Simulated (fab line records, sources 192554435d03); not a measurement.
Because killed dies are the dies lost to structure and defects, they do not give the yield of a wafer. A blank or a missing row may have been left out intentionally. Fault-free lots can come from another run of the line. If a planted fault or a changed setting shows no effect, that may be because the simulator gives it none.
fab line records -- flow n5Finfet -- part 2 of 2: steps 4 to 6 of 6
[record] lots = 22, wafers = 66, lastDay = 19
route steps=1938 shown BEOL_M1@774
lots that met no fault: taken from a fault-free run of the same line
startH: start of the lot's first displayed wafer, in hours after the record's first day -- waitH: hours elapsed since this lot's preceding step -- " the same as in the row above -- L1.1+2: a single row standing in for several wafers -- - no value, or no start given -- * or withheld: withheld -- < > ~ a bound
route shown NAME@n: NAME is a module with steps in the file, n the number in the route of the first one -- usual: mean/standard deviation of fault-free wafers -- same: alike in all rows -- chamber/n: place in a boat -- sites: each site's reading -- _std_site: standard deviation of those values -- _edge_site: the outer-site mean with the inner-site mean subtracted -- radiusMm: for every site, how far away it sits from the centre of the wafer -- mask NAME#n: copy n -- behind: the tool/chamber that last shaped the wafer -- hold: cause of the lot's hold/its duration in hours/its outcome -- device: which transistor (n, p or np) failed to switch -- end of line: the route-end tests of the same wafers -- step lacking rows: just its recipe -- killed: dies lost to structure and defects at the first sort, not the wafer's yield -- map: per-die view of a wafer (x killed, . not killed, _ where there is no die)
set.NAME: the setting the step ran with; set.NAME@STEP: the setting that earlier step ran with -- model.NAME: the simulator's own value behind a step, which no gauge read
steps of the route over a sample of lots; a table a step, a row a wafer
services: the hour from which a tool's chamber was out of use, counted from the record's first day as startH (under 0 if before that day), plus the number of hours and why
[[steps]]
[step N5_BEOL_M1_ETCH_41]
[recipe] chemistry = CH3F/O2, target = SiCN, targetDepthA = 319, taperDeg = 2, timeS = 57.8, ionEnergyEv = 120, maskMaterial = TiN, pressureMtorr = 30, sourceW = 395, biasW = 75, Ar_flow_sccm = 150, CH3F_flow_sccm = 30, O2_flow_sccm = 20
[usual] drypumpMotorCurrentA = 5.8/0.5, oesProductAu = 0.76/0.069, rfVppV = 297.1/1.6, showerheadPlenumPTorr = 2.01/0.067, throttleValvePct = 16.45/0.23
lot.wafer,tool,chamber,startH,waitH,drypumpMotorCurrentA,oesProductAu,rfHoursCounterH,rfVppV,showerheadPlenumPTorr,throttleValvePct
L074.3,rieDiel-03,2,-,-,4.7,0.77,137,297.7,2.09,16.69
L074.5,rieDiel-03,0,-,-,5.0,0.75,-,297.2,2.02,16.65
L074.6,rieDiel-03,3,-,-,6.4,0.89,-,295.0,1.95,16.16
L075.2,rieDiel-03,0,-,-,5.0,0.74,143,296.8,2.02,16.67
L075.3,rieDiel-03,2,-,-,4.7,0.76,137,299.7,2.09,16.71
L075.5,rieDiel-03,3,-,-,6.4,0.88,-,295.6,1.95,16.16
L076.1,rieDiel-04,2,-,-,5.2,0.71,243,295.2,1.98,16.58
L076.2,rieDiel-04,0,-,-,5.9,0.70,203,299.5,2.08,16.29
L076.6,rieDiel-04,3,-,-,6.0,0.75,-,297.6,2.00,16.49
L078.1,rieDiel-04,3,-,-,5.9,0.74,160,298.1,2.00,16.51
L078.3,rieDiel-04,1,-,-,6.1,0.79,111,295.5,1.92,16.58
L078.4,rieDiel-04,0,-,-,5.9,0.70,207,298.0,2.08,16.30
L079.1,rieDiel-01,3,-,-,6.2,0.77,166,297.9,2.08,16.10
L079.3,rieDiel-01,2,-,-,5.7,0.76,157,299.1,2.09,16.53
L079.6,rieDiel-01,0,-,-,6.1,0.68,-,295.7,1.97,16.31
L080.3,rieDiel-04,1,-,-,6.1,0.79,114,294.6,1.92,16.59
L080.5,rieDiel-04,3,-,-,6.0,0.75,-,297.0,2.00,16.51
L080.6,rieDiel-04,0,-,-,5.9,0.70,-,298.0,2.08,16.32
L081.1,rieDiel-04,1,-,-,6.0,0.79,115,295.1,1.92,16.58
L081.2,rieDiel-04,3,-,-,5.9,0.74,164,297.1,2.00,16.50
L081.5,rieDiel-04,2,-,-,5.2,0.70,-,296.2,1.98,16.60
L082.1,rieDiel-01,1,-,-,6.2,0.71,188,296.1,1.91,16.52
L082.2,rieDiel-01,2,-,-,5.7,0.76,163,298.4,2.09,16.53
L082.6,rieDiel-01,2,-,-,5.7,0.76,-,298.7,2.09,16.54
L083.1,rieDiel-01,0,-,-,6.2,0.96,1,296.2,1.97,15.85
L083.2,rieDiel-01,2,-,-,5.7,0.74,166,299.2,2.09,16.53
L083.3,rieDiel-01,1,-,-,6.3,0.71,191,295.6,1.91,16.55
L084.1,rieDiel-03,1,-,-,6.1,0.72,198,300.2,2.07,16.55
L084.5,rieDiel-03,0,-,-,5.0,0.72,-,298.5,2.01,16.71
L084.6,rieDiel-03,3,-,-,6.4,0.87,-,297.0,1.95,16.18
L085.1,rieDiel-04,1,-,-,6.1,0.78,124,296.1,1.92,16.60
L085.3,rieDiel-04,0,-,-,5.9,0.69,220,298.7,2.08,16.33
L085.6,rieDiel-04,1,-,-,6.1,0.78,-,295.8,1.92,16.61
L087.2,rieDiel-01,2,-,-,5.7,0.75,170,298.7,2.08,16.54
L087.5,rieDiel-01,2,-,-,5.7,0.75,-,299.1,2.08,16.55
L087.6,rieDiel-01,1,-,-,6.2,0.70,-,296.0,1.91,16.54
L086.1,rieDiel-01,0,-,-,6.1,0.93,7,294.4,1.96,15.84
L086.3,rieDiel-01,3,-,-,6.2,0.76,177,296.7,2.08,16.12
L086.5,rieDiel-01,2,-,-,5.7,0.75,-,297.6,2.08,16.55
L089.1,rieDiel-01,0,-,-,6.1,0.92,9,297.6,1.96,15.86
L089.3,rieDiel-01,3,-,-,6.2,0.76,178,299.8,2.08,16.13
L089.6,rieDiel-01,3,-,-,6.2,0.76,-,300.2,2.08,16.14
L091.1,rieDiel-01,2,-,-,5.7,0.74,178,298.5,2.08,16.56
L091.4,rieDiel-01,1,-,-,6.3,0.70,203,295.1,1.90,16.54
L091.6,rieDiel-01,1,-,-,6.3,0.69,-,294.2,1.90,16.55
L088.3,rieDiel-04,1,-,-,6.1,0.76,136,297.8,1.92,16.63
L088.5,rieDiel-04,1,-,-,6.1,0.77,-,294.4,1.92,16.62
L088.6,rieDiel-04,0,-,-,5.9,0.67,-,297.9,2.08,16.35
L090.1,rieDiel-03,0,-,-,5.0,0.73,170,297.7,2.01,16.69
L090.3,rieDiel-03,3,-,-,6.3,0.85,79,296.3,1.94,16.22
L090.5,rieDiel-03,0,-,-,5.0,0.73,-,296.1,2.01,16.70
L092.2,rieDiel-03,0,-,-,5.0,0.71,171,296.3,2.01,16.71
L092.3,rieDiel-03,1,-,-,6.1,0.71,211,298.4,2.07,16.56
L092.6,rieDiel-03,2,-,-,4.7,0.74,-,299.3,2.08,16.74
L093.1,rieDiel-03,0,-,-,5.0,0.70,176,295.8,2.00,16.70
L093.3,rieDiel-03,2,-,-,4.7,0.73,168,297.9,2.08,16.76
L093.5,rieDiel-03,3,-,-,6.4,0.83,-,295.6,1.94,16.24
L094.1,rieDiel-01,0,-,-,6.1,0.88,23,296.7,1.96,15.90
L094.2,rieDiel-01,3,-,-,6.2,0.73,194,298.8,2.07,16.16
L094.5,rieDiel-01,1,-,-,6.3,0.68,-,293.7,1.90,16.57
L096.1,rieDiel-03,3,-,-,6.4,0.84,91,295.5,1.94,16.25
L096.3,rieDiel-03,1,-,-,6.1,0.71,221,298.5,2.06,16.58
L096.4,rieDiel-03,0,-,-,5.0,0.70,183,296.2,2.00,16.73
L097.1,rieDiel-03,1,-,-,6.1,0.71,223,299.7,2.06,16.58
L097.3,rieDiel-03,3,-,-,6.4,0.82,93,296.3,1.94,16.24
L097.6,rieDiel-03,0,-,-,5.0,0.71,-,296.5,2.00,16.72
[step N5_BEOL_M1_SPUTTER_48]
[recipe] material = Cu, targetThkA = 45, tempC = -20, chamberPressurePa = 0.07, powerW = withheld, timeS = 8.29
[usual] susceptorTempC = -20.00/0.11, throttleValvePct = 30.0/1
lot.wafer,tool,chamber,startH,waitH,susceptorTempC,throttleValvePct
L074.3,pvdSputter-01,-,128.60,1.1,-19.98,30.0
L074.5,pvdSputter-01,-,128.60,1.1,-19.80,28.6
L074.6,pvdSputter-01,-,128.60,1.1,-19.95,30.1
L075.2,pvdSputter-03,-,130.08,0.2,-20.00,30.3
L075.3,pvdSputter-03,-,130.08,0.2,-19.96,29.8
L075.5,pvdSputter-03,-,130.08,0.2,-20.00,30.2
L076.1,pvdSputter-03,-,140.26,0.3,-19.84,30.0
L076.2,pvdSputter-03,-,140.26,0.3,-19.95,30.7
L076.6,pvdSputter-03,-,140.26,0.3,-19.94,30.0
L078.1,pvdSputter-03,-,155.28,0.1,-20.00,28.2
L078.3,pvdSputter-03,-,155.28,0.1,-19.83,30.2
L078.4,pvdSputter-03,-,155.28,0.1,-20.01,30.7
L079.1,pvdSputter-01,-,159.71,0.2,-19.97,30.1
L079.3,pvdSputter-01,-,159.71,0.2,-19.92,28.6
L079.6,pvdSputter-01,-,159.71,0.2,-20.05,31.9
L080.3,pvdSputter-03,-,162.40,0.1,-20.14,30.2
L080.5,pvdSputter-03,-,162.40,0.1,-19.94,29.8
L080.6,pvdSputter-03,-,162.40,0.1,-20.10,30.4
L081.1,pvdSputter-01,-,165.81,0.2,-20.07,28.9
L081.2,pvdSputter-01,-,165.81,0.2,-19.81,30.0
L081.5,pvdSputter-01,-,165.81,0.2,-19.89,30.1
L082.1,pvdSputter-01,-,179.67,0.1,-20.08,31.9
L082.2,pvdSputter-01,-,179.67,0.1,-20.13,29.4
L082.6,pvdSputter-01,-,179.67,0.1,-20.04,28.8
L083.1,pvdSputter-03,-,187.61,0.1,-20.04,28.3
L083.2,pvdSputter-03,-,187.61,0.1,-19.90,30.7
L083.3,pvdSputter-03,-,187.61,0.1,-20.08,30.1
L084.1,pvdSputter-01,-,194.49,0.1,-19.89,30.2
L084.5,pvdSputter-01,-,194.49,0.1,-20.12,32.1
L084.6,pvdSputter-01,-,194.49,0.1,-19.93,30.1
L085.1,pvdSputter-02,-,199.05,0.2,-20.08,30.4
L085.3,pvdSputter-02,-,199.05,0.2,-19.92,31.3
L085.6,pvdSputter-02,-,199.05,0.2,-20.19,29.6
L087.2,pvdSputter-01,-,205.20,0.1,-19.82,29.2
L087.5,pvdSputter-01,-,205.20,0.1,-19.88,29.6
L087.6,pvdSputter-01,-,205.20,0.1,-19.82,31.9
L086.1,pvdSputter-03,-,214.79,0.1,-19.88,28.3
L086.3,pvdSputter-03,-,214.79,0.1,-19.98,29.8
L086.5,pvdSputter-03,-,214.79,0.1,-19.88,30.0
L089.1,pvdSputter-03,-,219.08,0.1,-19.70,28.5
L089.3,pvdSputter-03,-,219.08,0.1,-20.03,30.0
L089.6,pvdSputter-03,-,219.08,0.1,-19.92,31.0
L091.1,pvdSputter-02,-,232.62,0.1,-20.00,30.7
L091.4,pvdSputter-02,-,232.62,0.1,-20.03,30.0
L091.6,pvdSputter-02,-,232.62,0.1,-20.15,29.8
L088.3,pvdSputter-03,-,236.15,0.4,-19.98,30.1
L088.5,pvdSputter-03,-,236.15,0.4,-20.14,31.0
L088.6,pvdSputter-03,-,236.15,0.4,-20.00,29.7
L090.1,pvdSputter-03,-,239.13,0.4,-20.00,29.8
L090.3,pvdSputter-03,-,239.13,0.4,-19.88,30.2
L090.5,pvdSputter-03,-,239.13,0.4,-19.97,30.8
L092.2,pvdSputter-01,-,241.67,0.1,-20.06,30.1
L092.3,pvdSputter-01,-,241.67,0.1,-19.95,29.5
L092.6,pvdSputter-01,-,241.67,0.1,-20.07,30.4
L093.1,pvdSputter-03,-,255.84,0.2,-20.03,30.1
L093.3,pvdSputter-03,-,255.84,0.2,-20.04,29.8
L093.5,pvdSputter-03,-,255.84,0.2,-20.05,29.9
L094.1,pvdSputter-03,-,265.28,0.1,-20.14,29.8
L094.2,pvdSputter-03,-,265.28,0.1,-19.96,29.8
L094.5,pvdSputter-03,-,265.28,0.1,-19.90,28.5
L096.1,pvdSputter-02,-,272.44,0.1,-19.94,30.5
L096.3,pvdSputter-02,-,272.44,0.1,-20.10,30.9
L096.4,pvdSputter-02,-,272.44,0.1,-20.04,29.7
L097.1,pvdSputter-01,-,279.64,1.3,-20.21,28.9
L097.3,pvdSputter-01,-,279.64,1.3,-20.02,29.5
L097.6,pvdSputter-01,-,279.64,1.3,-20.00,30.1
[step N5_BEOL_M1_ANNEAL_49]
[recipe] tempC = 400, timeS = 240, ambient = vacuum
[usual] heaterPowerW = 848/81, susceptorTempC = 399.98/0.23
lot.wafer,tool,chamber,startH,waitH,heaterPowerW,susceptorTempC
L074.3,pvdSputter-01,-,128.68,0.0,902,400.19
L074.5,pvdSputter-01,-,128.68,0.0,983,400.32
L074.6,pvdSputter-01,-,128.68,0.0,919,400.08
L075.2,pvdSputter-03,-,130.16,0.0,773,400.01
L075.3,pvdSputter-03,-,130.16,0.0,823,399.80
L075.5,pvdSputter-03,-,130.16,0.0,769,400.18
L076.1,pvdSputter-03,-,140.34,0.0,822,400.02
L076.2,pvdSputter-03,-,140.34,0.0,764,400.16
L076.6,pvdSputter-03,-,140.34,0.0,810,400.23
L078.1,pvdSputter-03,-,155.36,0.0,883,399.81
L078.3,pvdSputter-03,-,155.36,0.0,774,400.30
L078.4,pvdSputter-03,-,155.36,0.0,769,400.06
L079.1,pvdSputter-01,-,159.79,0.0,891,400.43
L079.3,pvdSputter-01,-,159.79,0.0,968,399.79
L079.6,pvdSputter-01,-,159.79,0.0,807,400.03
L080.3,pvdSputter-03,-,162.48,0.0,761,400.00
L080.5,pvdSputter-03,-,162.48,0.0,840,400.34
L080.6,pvdSputter-03,-,162.48,0.0,783,399.88
L081.1,pvdSputter-01,-,165.89,0.0,951,400.09
L081.2,pvdSputter-01,-,165.89,0.0,905,400.25
L081.5,pvdSputter-01,-,165.89,0.0,924,399.90
L082.1,pvdSputter-01,-,179.76,0.0,802,399.68
L082.2,pvdSputter-01,-,179.76,0.0,915,400.00
L082.6,pvdSputter-01,-,179.76,0.0,968,400.03
L083.1,pvdSputter-03,-,187.69,0.0,908,399.97
L083.2,pvdSputter-03,-,187.69,0.0,766,399.94
L083.3,pvdSputter-03,-,187.69,0.0,788,399.98
L084.1,pvdSputter-01,-,194.58,0.0,897,399.93
L084.5,pvdSputter-01,-,194.58,0.0,776,399.99
L084.6,pvdSputter-01,-,194.58,0.0,917,399.96
L085.1,pvdSputter-02,-,199.13,0.0,860,399.98
L085.3,pvdSputter-02,-,199.13,0.0,744,400.06
L085.6,pvdSputter-02,-,199.13,0.0,1020,399.68
L087.2,pvdSputter-01,-,205.29,0.0,951,399.63
L087.5,pvdSputter-01,-,205.29,0.0,932,399.68
L087.6,pvdSputter-01,-,205.29,0.0,791,399.94
L086.1,pvdSputter-03,-,214.87,0.0,886,399.96
L086.3,pvdSputter-03,-,214.87,0.0,823,399.96
L086.5,pvdSputter-03,-,214.87,0.0,802,399.85
L089.1,pvdSputter-03,-,219.16,0.0,894,399.97
L089.3,pvdSputter-03,-,219.16,0.0,839,399.85
L089.6,pvdSputter-03,-,219.16,0.0,766,399.49
L091.1,pvdSputter-02,-,232.70,0.0,852,400.15
L091.4,pvdSputter-02,-,232.70,0.0,742,400.15
L091.6,pvdSputter-02,-,232.70,0.0,734,400.41
L088.3,pvdSputter-03,-,236.23,0.0,773,400.09
L088.5,pvdSputter-03,-,236.23,0.0,784,400.24
L088.6,pvdSputter-03,-,236.23,0.0,825,399.97
L090.1,pvdSputter-03,-,239.21,0.0,832,399.68
L090.3,pvdSputter-03,-,239.21,0.0,772,399.60
L090.5,pvdSputter-03,-,239.21,0.0,780,400.12
L092.2,pvdSputter-01,-,241.75,0.0,902,400.31
L092.3,pvdSputter-01,-,241.75,0.0,951,399.91
L092.6,pvdSputter-01,-,241.75,0.0,887,399.88
L093.1,pvdSputter-03,-,255.92,0.0,782,399.49
L093.3,pvdSputter-03,-,255.92,0.0,815,399.93
L093.5,pvdSputter-03,-,255.92,0.0,814,400.17
L094.1,pvdSputter-03,-,265.36,0.0,779,400.21
L094.2,pvdSputter-03,-,265.36,0.0,816,400.03
L094.5,pvdSputter-03,-,265.36,0.0,871,400.18
L096.1,pvdSputter-02,-,272.52,0.0,848,400.11
L096.3,pvdSputter-02,-,272.52,0.0,728,399.69
L096.4,pvdSputter-02,-,272.52,0.0,740,399.95
L097.1,pvdSputter-01,-,279.72,0.0,966,399.72
L097.3,pvdSputter-01,-,279.72,0.0,944,399.84
L097.6,pvdSputter-01,-,279.72,0.0,913,399.57
[[services]]
tool,chamber,startH,hours,kind
pvdSputter-03,-,108.25,5.5,repair
rieDiel-04,2,115.56,19.2,repair
rieDiel-01,3,139.01,5.3,repair
pvdSputter-01,-,143.59,5.2,repair
rieMetal-02,0,143.90,12.5,repair
rieDiel-04,2,153.49,7.9,repair
rieDiel-03,2,154.27,4.0,repair
rieDiel-01,0,162.16,-,clean
rieDiel-01,0,162.16,-,consumableReplace:focusRing
rieDiel-01,0,162.16,22.8,scheduledDown
rieDiel-01,0,162.16,22.8,ventCycle
rieMetal-03,1,164.51,4.8,repair
rieDiel-04,2,172.44,-,clean
rieDiel-04,2,172.44,-,consumableReplace:focusRing
rieDiel-01,3,175.59,15.8,repair
rieMetal-01,-,176.41,1.3,repair
rieDiel-03,-,179.33,2.8,pm
rieMetal-01,0,193.49,-,clean
rieMetal-01,0,193.49,21.2,scheduledDown
rieDiel-04,2,200.78,4.9,repair
rieDiel-04,0,210.17,13.3,repair
rieMetal-01,-,236.50,1.4,pm
rieMetal-02,1,264.88,4.3,repair
rieMetal-02,-,274.27,0.4,repair
